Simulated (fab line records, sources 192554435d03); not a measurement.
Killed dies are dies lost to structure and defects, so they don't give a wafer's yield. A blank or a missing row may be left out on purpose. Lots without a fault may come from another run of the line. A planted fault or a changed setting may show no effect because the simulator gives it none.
Chamber matching | flow n5_finfet | N5_BEOL_M4_ETCH_69 on rie_diel-03: 4 sister chambers
The step etches SiARC in CF4, target depth 15.6 nm, time 26 s. 14 wafers are shown with their chamber, then 7 later ones without.

WAFERS WITH THEIR CHAMBER
wafer  | chamber | throttle_valve_pct (%) | oes_product_au (a.u.) | drypump_motor_current_A (A)
L074.1 | 2       | 15.26                  | 0.76                  | 5.8
L074.2 | 0       | 15.89                  | 0.58                  | 5.7
L074.3 | 1       | 15.21                  | 0.65                  | 5.4
L074.4 | 3       | 15.93                  | 0.62                  | 5.5
L074.5 | 1       | 15.20                  | 0.65                  | 5.4
L074.6 | 2       | 15.27                  | 0.77                  | 5.8
L076.1 | 2       | 15.28                  | 0.76                  | 5.7
L076.3 | 0       | 15.90                  | 0.58                  | 5.7
L076.5 | 2       | 15.27                  | 0.76                  | 5.8
L080.1 | 2       | 15.29                  | 0.74                  | 5.8
L080.4 | 3       | 15.95                  | 0.61                  | 5.5
L080.6 | 3       | 15.94                  | 0.61                  | 5.6
L082.2 | 2       | 15.31                  | 0.74                  | 5.8
L082.3 | 3       | 15.96                  | 0.61                  | 5.5

SIGNATURES (means of the wafers above)
reading                 | chamber 0 | chamber 1 | chamber 2 | chamber 3 | scatter within a chamber
throttle_valve_pct      | 15.8950   | 15.2050   | 15.2800   | 15.9450   | 0.0148
oes_product_au          | 0.5800    | 0.6500    | 0.7550    | 0.6125    | 0.00908
drypump_motor_current_A | 5.700     | 5.400     | 5.783     | 5.525     | 0.0398
Rule: a wafer's distance from a chamber is the root of the sum, over the readings, of the square of ((its reading less the chamber's mean) divided by the reading's scatter). The wafer belongs to the nearest chamber; if the next one is less than 2 further off, it can't be placed. The scatter: the root of (the sum of the squares of (reading less its chamber's mean) over the shown wafers, divided by (wafers less chambers)).

WAFERS WITHOUT THEIR CHAMBER
wafer  | throttle_valve_pct (%) | oes_product_au (a.u.) | drypump_motor_current_A (A)
L082.6 | 15.23                  | 0.63                  | 5.5
L088.1 | 15.27                  | 0.63                  | 5.4
L088.4 | 15.32                  | 0.73                  | 5.8
L088.5 | 15.27                  | 0.64                  | 5.4
L091.1 | 15.29                  | 0.62                  | 5.4
L091.2 | 15.35                  | 0.72                  | 5.8
L091.6 | 15.44                  | 0.84                  | 5.6

WHICH CHAMBER EACH WENT THROUGH
wafer  | from the rows above | in truth
L082.6 | 1                   | 1
L088.1 | 1                   | 1
L088.4 | 2                   | 2
L088.5 | 1                   | 1
L091.1 | 1                   | 1
L091.2 | 2                   | 2
L091.6 | 2                   | 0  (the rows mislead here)
Placed correctly: 6 of 7. Can't be placed from these rows: 0. Placed wrongly: 1.
